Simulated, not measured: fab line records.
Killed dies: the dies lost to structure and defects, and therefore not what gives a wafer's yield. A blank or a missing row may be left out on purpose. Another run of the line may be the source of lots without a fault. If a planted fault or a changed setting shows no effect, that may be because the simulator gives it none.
fab line records ; flow nand-harc
record: lots: 15; wafers: 42; last-day: 33
route steps=1302 shown A_CHANNEL_FILL_D1@507 A_ONON_D2@545 END@1302
lots with no fault: from the same line, run without faults
start-h: start of the lot's first displayed wafer, in hours after the record's first day ; wait-h: hours elapsed since this lot's preceding step ; " the same as in the row above ; L1.1+2: one row covering several wafers at once ; - either no value or no given start ; * or withheld: withheld ; < > ~ a bound
route shown NAME@n: NAME is a module with steps in the file, n the number in the route of the first one ; usual: mean/standard deviation of fault-free wafers ; same: alike in all rows ; chamber/n: place in a boat ; sites: per-site readings ; _std_site: their standard deviation ; _edge_site: outer sites' mean less inner sites' ; radius-mm: how far each site lies from the wafer's centre ; mask NAME#n: copy n ; behind: tool/chamber where the wafer was last shaped ; hold: why the lot was held/for how many hours/how that ended ; device: the n, p or np transistor that did not switch ; end of line: the route-end tests of the same wafers ; a step given without rows: its recipe and nothing more ; killed: the dies lost at the first sort to structure and to defects; this is not the yield of the wafer ; map: the dies of a wafer, with x for killed, . for not killed, _ for no die there
set.NAME: the setting as run; set.NAME@STEP: as run at that earlier step ; model.NAME: the simulator's own value behind a step, which no gauge read
route steps across a sampled set of lots; one table per step, one row per wafer
services: a tool's chamber out of use, with start hour (start-h, from the record's first day; less than 0 if before it), hours out, and reason
== steps ==
step: NHARC_A_CHANNEL_FILL_D1_ALD_25
recipe: target-thk-a: 600; pulse-time-s: 10; ald-cycles: 600; temp-c: 300; material: SiOx
usual: heater-power-w: 456/42; precursor-pulse-height-rel: 1.000/0.02
lot.wafer;tool;chamber;start-h;wait-h;heater-power-w;precursor-pulse-height-rel
L682.3;ald-hk-03;1;254.53;1.9;471;0.999
L682.5;ald-hk-03;2;254.53;1.9;423;1.006
L682.6;ald-hk-03;3;254.53;1.9;413;0.992
L683.3;ald-hk-02;2;259.22;0.0;406;0.977
L683.4;ald-hk-02;1;261.07;1.9;398;0.969
L683.5;ald-hk-02;2;261.07;1.9;408;1.001
L685.1;ald-hk-03;3;279.47;0.7;418;1.000
L685.4;ald-hk-03;1;280.70;1.9;471;0.993
L685.6;ald-hk-03;2;280.70;1.9;444;1.026
L684.2;ald-hk-01;3;279.48;0.7;492;1.014
L684.3;ald-hk-01;1;280.71;1.9;458;1.009
L684.5;ald-hk-01;3;281.94;3.1;493;0.960
L687.3;ald-hk-03;1;301.97;0.0;484;1.033
L687.1;ald-hk-03;2;301.97;0.0;444;1.002
L687.2;ald-hk-03;3;301.97;0.0;409;0.976
L686.4;ald-hk-02;3;303.60;1.7;484;1.011
L686.2;ald-hk-02;2;305.45;3.5;409;0.988
L686.6;ald-hk-02;0;306.69;4.8;428;0.999
L689.4;ald-hk-01;2;314.23;0.1;434;1.014
L689.3;ald-hk-01;0;315.46;1.3;546;0.984
L689.5;ald-hk-01;3;317.29;3.1;469;1.039
L692.1;ald-hk-02;1;334.81;0.1;400;0.991
L692.2;ald-hk-02;3;336.06;1.3;478;0.981
L692.5;ald-hk-02;1;337.30;2.5;407;1.013
L691.3;ald-hk-03;3;335.42;0.7;404;0.992
L691.1;ald-hk-03;0;335.42;0.7;453;0.990
L691.6;ald-hk-03;2;337.26;2.5;437;1.012
L690.2;ald-hk-01;1;335.43;0.7;445;0.970
L690.5;ald-hk-01;0;337.26;2.5;557;1.012
L690.6;ald-hk-01;1;337.26;2.5;453;0.990
L697.4;ald-hk-01;3;401.14;1.3;484;0.967
L697.5;ald-hk-01;2;402.97;3.1;447;0.994
L699.1;ald-hk-01;3;411.87;1.9;478;1.047
L699.5;ald-hk-01;1;413.09;3.1;453;1.027
L700.1;ald-hk-01;0;430.42;0.1;563;0.973
L700.5;ald-hk-01;1;433.47;3.1;458;1.022
L701.2;ald-hk-03;0;443.88;1.3;442;1.021
L701.1;ald-hk-03;1;443.88;1.3;495;0.993
L701.5;ald-hk-03;2;443.88;1.3;425;0.999
L703.3;ald-hk-03;1;455.37;0.7;485;1.017
L703.1;ald-hk-03;2;455.37;0.7;424;0.969
L703.6;ald-hk-03;0;457.24;2.5;433;0.992
step: NHARC_A_CHANNEL_FILL_D1_CMP_10
recipe: target-thk-nm: 150
usual: motor-current-A: 12.4/1.2; time-to-endpoint-s: 15.0/2.7
lot.wafer;tool;chamber;start-h;wait-h;motor-current-A;time-to-endpoint-s
L682.3;cmp-01;0;264.03;0.4;11.5;13.4
L682.5;cmp-01;3;264.03;0.4;13.7;17.3
L682.6;cmp-01;0;264.03;0.4;11.3;14.2
L683.3;cmp-01;1;270.72;0.4;12.9;14.1
L683.4;cmp-01;2;270.72;0.4;13.6;12.0
L683.5;cmp-01;1;270.72;0.4;12.1;11.8
L685.1;cmp-04;2;290.11;0.4;14.2;15.7
L685.4;cmp-04;0;290.11;0.4;10.4;18.9
L685.6;cmp-04;2;290.11;0.4;14.5;17.9
L684.3;cmp-01;1;290.14;0.4;12.5;12.7
L684.2;cmp-01;3;290.14;0.4;13.4;15.3
L684.5;cmp-01;1;290.14;0.4;13.1;13.6
L687.3;cmp-04;2;313.26;0.4;14.7;17.8
L687.2;cmp-04;3;313.26;0.4;12.4;18.3
L687.1;cmp-04;1;313.26;0.4;11.7;16.8
L686.2;cmp-01;1;313.27;0.4;12.6;15.0
L686.4;cmp-01;3;313.27;0.4;13.6;13.7
L686.6;cmp-01;1;313.27;0.4;12.9;13.0
L689.3;cmp-04;3;325.70;0.4;12.5;15.8
L689.4;cmp-04;1;325.70;0.4;12.0;13.7
L689.5;cmp-04;3;325.70;0.4;12.1;17.2
L691.1;cmp-01;0;346.09;0.4;11.2;13.6
L691.3;cmp-01;1;346.09;0.4;12.9;14.1
L691.6;cmp-01;3;346.09;0.4;13.3;15.9
L690.2;cmp-03;3;346.10;0.4;10.3;16.1
L690.5;cmp-03;3;346.10;0.4;11.4;17.3
L690.6;cmp-03;0;346.10;0.4;13.6;17.4
L692.2;cmp-01;2;346.22;0.5;13.1;15.4
L692.1;cmp-01;0;346.22;0.5;11.4;14.5
L692.5;cmp-01;2;346.22;0.5;12.9;14.9
L697.4;cmp-03;3;411.23;0.4;11.3;17.8
L697.5;cmp-03;1;411.23;0.4;12.4;17.2
L699.1;cmp-03;0;421.37;0.4;13.6;16.5
L699.5;cmp-03;1;421.37;0.4;12.1;15.4
L700.1;cmp-04;3;441.80;0.4;12.1;16.5
L700.5;cmp-04;0;441.80;0.4;10.0;16.0
L701.1;cmp-03;1;454.04;0.4;12.8;14.3
L701.2;cmp-03;2;454.04;0.4;11.9;14.8
L701.5;cmp-03;3;454.04;0.4;10.7;16.9
L703.1;cmp-04;2;466.16;0.4;14.6;12.2
L703.3;cmp-04;0;466.16;0.4;10.3;14.5
L703.6;cmp-04;2;466.16;0.4;14.4;11.6
step: NHARC_A_ONON_D2_DEP_00
recipe: target-thk-a: 10000; n2-flow-sccm: 2750; n2o-flow-sccm: 2000; nh3-flow-sccm: 500; sih4-flow-sccm: 210; temp-c: 400
lot.wafer;tool;chamber;start-h;wait-h
L682.3+5+6;pecvd-onon-01;0;297.87;0.2
L683.3+4+5;pecvd-onon-03;0;303.67;0.2
L685.1+4+6;pecvd-onon-02;0;324.94;0.1
L684.2+3+5;pecvd-onon-03;0;325.01;0.1
L687.1+2+3;pecvd-onon-02;0;347.62;0.1
L686.2+4+6;pecvd-onon-03;0;347.70;0.1
L689.3+4+5;pecvd-onon-01;0;364.08;0.2
L692.1+2+5;pecvd-onon-02;0;383.04;0.1
L691.1+3+6;pecvd-onon-03;0;383.07;0.1
L690.2+5+6;pecvd-onon-01;0;383.21;0.2
L697.4+5;pecvd-onon-02;0;449.21;0.2
L699.1+5;pecvd-onon-02;0;456.17;0.1
L700.1+5;pecvd-onon-02;0;476.42;0.1
L701.1+2+5;pecvd-onon-01;0;490.89;0.1
L703.1+3+6;pecvd-onon-03;0;499.13;0.1
step: NHARC_A_ONON_D2_THK_MEAS_02
recipe: thk-meas-gauge: ellipsometry
usual: thk-nm: 1000/8.2
lot.wafer;tool;chamber;start-h;wait-h;thk-nm
L682.3;film-metro-02;-;298.27;-;991
L682.5;film-metro-02;-;298.27;-;990
L682.6;film-metro-02;-;298.27;-;990
L683.3;film-metro-01;-;304.06;-;994
L683.4;film-metro-01;-;304.06;-;994
L683.5;film-metro-01;-;304.06;-;995
L685.1;film-metro-02;-;325.45;-;998
L685.4;film-metro-02;-;325.45;-;996
L685.6;film-metro-02;-;325.45;-;996
L684.2;film-metro-01;-;325.46;-;1009
L684.3;film-metro-01;-;325.46;-;1008
L684.5;film-metro-01;-;325.46;-;1008
L687.1;film-metro-01;-;348.12;-;983
L687.2;film-metro-01;-;348.12;-;984
L687.3;film-metro-01;-;348.12;-;984
L686.2;film-metro-02;-;348.16;-;990
L686.4;film-metro-02;-;348.16;-;989
L686.6;film-metro-02;-;348.16;-;990
L689.3;film-metro-02;-;364.48;-;990
L689.4;film-metro-02;-;364.48;-;990
L689.5;film-metro-02;-;364.48;-;990
L692.1;film-metro-01;-;383.55;-;1002
L692.2;film-metro-01;-;383.55;-;1003
L692.5;film-metro-01;-;383.55;-;1001
L691.1;film-metro-01;-;383.58;-;1012
L691.3;film-metro-01;-;383.58;-;1010
L691.6;film-metro-01;-;383.58;-;1010
L690.2;film-metro-01;-;383.67;-;1004
L690.5;film-metro-01;-;383.67;-;1005
L690.6;film-metro-01;-;383.67;-;1005
L697.4;film-metro-01;-;449.55;-;1007
L697.5;film-metro-01;-;449.55;-;659
L699.1;film-metro-01;-;456.68;-;995
L699.5;film-metro-01;-;456.68;-;647
L700.1;film-metro-01;-;476.93;-;997
L700.5;film-metro-01;-;476.93;-;648
L701.1;film-metro-02;-;491.40;-;1001
L701.2;film-metro-02;-;491.40;-;1001
L701.5;film-metro-02;-;491.40;-;1003
L703.1;film-metro-02;-;499.64;-;1001
L703.3;film-metro-02;-;499.64;-;1002
L703.6;film-metro-02;-;499.64;-;1004
step: NHARC_END_SORT_01
recipe: temp-c: 25
usual: killed-at-array: 53/19; killed-at-other: 0.8/1.2; killed-at-periphery: 3.7/2.3; killed-dies: 57/19; killed-open: 3.2/1.7; killed-short: 2.6/1.8
same: gross-dies: 677
lot.wafer;tool;chamber;start-h;wait-h;killed-at-array;killed-at-other;killed-at-periphery;killed-dies;killed-open;killed-short
L697.4;prober-02;0;768.71;3.5;29;0;4;33;3;0
L697.5;prober-02;0;769.52;3.8;668;2;7;677;1;4
L699.1;prober-01;0;771.43;2.5;35;1;6;42;2;5
L699.5;prober-01;0;774.62;3.7;662;5;10;677;4;2
L700.1;prober-01;0;779.21;2.5;45;1;7;53;7;3
L700.5;prober-01;0;782.33;3.6;672;1;4;677;3;1
killed by level:class
L697.4 A_CHANNEL_HOLE_D1:chamber-film-flake=12 A_CONTACT:chamber-film-flake=9 P_STI:chamber-film-flake=2 A_SLIT:chamber-film-flake=2 A_STAIRCASE:chamber-film-flake=2 A_WL_FILL:chamber-film-flake=2 P_GATE:geometric-particle:open=1 P_M0:geometric-particle:open=1
L697.5 A_ONON_D2:area-dep=628 A_CHANNEL_HOLE_D1:chamber-film-flake=16 A_CONTACT:chamber-film-flake=9 A_STAIRCASE:chamber-film-flake=7 P_BONDPAD:chamber-film-flake=4 A_SLIT:chamber-film-flake=4 P_STI:chamber-film-flake=2 P_M1:geometric-particle:short=1
L699.1 A_STAIRCASE:chamber-film-flake=10 A_CHANNEL_HOLE_D1:chamber-film-flake=7 A_SLIT:chamber-film-flake=6 A_CONTACT:chamber-film-flake=4 P_CONTACT:chamber-film-flake=2 P_M2:chamber-film-flake=2 A_CHANNEL_HOLE_D2:chamber-film-flake=2 P_M1:geometric-particle:short=1
L699.5 A_ONON_D2:area-dep=631 A_CHANNEL_HOLE_D1:chamber-film-flake=7 A_STAIRCASE:chamber-film-flake=7 P_M2:chamber-film-flake=6 A_CHANNEL_HOLE_D2:chamber-film-flake=5 THIN_TSV:chamber-film-flake=5 A_SLIT:chamber-film-flake=4 P_CONTACT:chamber-film-flake=3
L700.1 A_SLIT:chamber-film-flake=22 A_CHANNEL_HOLE_D1:chamber-film-flake=7 A_CHANNEL_HOLE_D2:chamber-film-flake=5 P_GATE:chamber-film-flake=3 A_CONTACT:chamber-film-flake=2 P_STI:geometric-particle:open=1 P_GATE:geometric-particle:short=1 P_M0:geometric-particle:open=1
L700.5 A_ONON_D2:area-dep=617 A_SLIT:chamber-film-flake=29 A_CHANNEL_HOLE_D1:chamber-film-flake=7 A_CONTACT:chamber-film-flake=7 A_CHANNEL_HOLE_D2:chamber-film-flake=3 A_BLC:geometric-particle:open=2 P_GATE:chamber-film-flake=2 P_CONTACT:chamber-film-flake=2
== services ==
tool;chamber;start-h;hours;kind
cmp-03;-;254.11;0.8;repair
cmp-03;-;263.57;4.0;pm
pecvd-onon-01;-;269.35;13.0;pm
cmp-03;-;275.97;0.8;repair
cmp-01;-;277.63;1.7;repair
cmp-01;-;283.68;4.0;pm
cmp-04;-;298.32;2.3;repair
ald-hk-01;-;301.63;10.0;pm
cmp-03;-;304.04;6.1;repair
cmp-04;-;307.04;4.0;pm
cmp-01;-;318.22;0.6;repair
cmp-04;-;344.96;2.4;repair
pecvd-onon-02;-;366.00;13.0;pm
cmp-01;-;381.68;4.0;pm
cmp-04;-;388.15;2.9;repair
cmp-01;-;389.54;3.4;repair
cmp-04;-;402.52;1.7;repair
cmp-04;-;405.04;4.0;pm
pecvd-onon-03;-;408.19;13.0;pm
cmp-01;-;409.60;2.0;repair
pecvd-onon-01;-;450.58;13.0;pm
ald-hk-01;-;479.63;10.0;pm
cmp-01;-;479.68;4.0;pm
cmp-01;-;484.06;0.4;repair
== key ==
first-sign: step: NHARC_A_ONON_D2_THK_MEAS_02; reading: thk-nm; direction: down; sigmas: 43; usual: 1000; struck: 652
effect: step: NHARC_END_SORT_01; reading: killed-dies; direction: up; sigmas: 32; usual: 57; struck: 677
more-kills-born-at: NHARC_A_ONON_D2_DEP_00@pecvd-onon-02: 1876
met-at NHARC_A_ONON_D2_DEP_00
struck-lots L697,L699,L700
struck-wafers L697.5,L699.5,L700.5
later-rows-left-out L697.5,L699.5,L700.5
tester-left-out L697,L699,L700
not-acting-at NHARC_A_CHANNEL_FILL_D1_ALD_25,NHARC_A_CHANNEL_FILL_D1_CMP_10
onset-between 383.04 449.21
fault: kind: process-parameter-drift; tool: pecvd-onon-02; chamber: -; onset-h: 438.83; steps: NHARC_A_ONON_D2_DEP_00; channel: target-thk-a; offset: *; shape: step; end-h: 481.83; scope: struck-wafers-only; acts-in: *; stated: *
tester-left-out: of these lots the tester's yield and bins aren't shown, on N5 and GAA mostly nor the transistor test; their killed dies are dies lost to structure and defects alone, not to doping, threshold or leakage, so they don't give the yield
later-rows-left-out: the simulator's readings of these wafers behind a module that went badly wrong aren't trusted and aren't shown, but for the sort
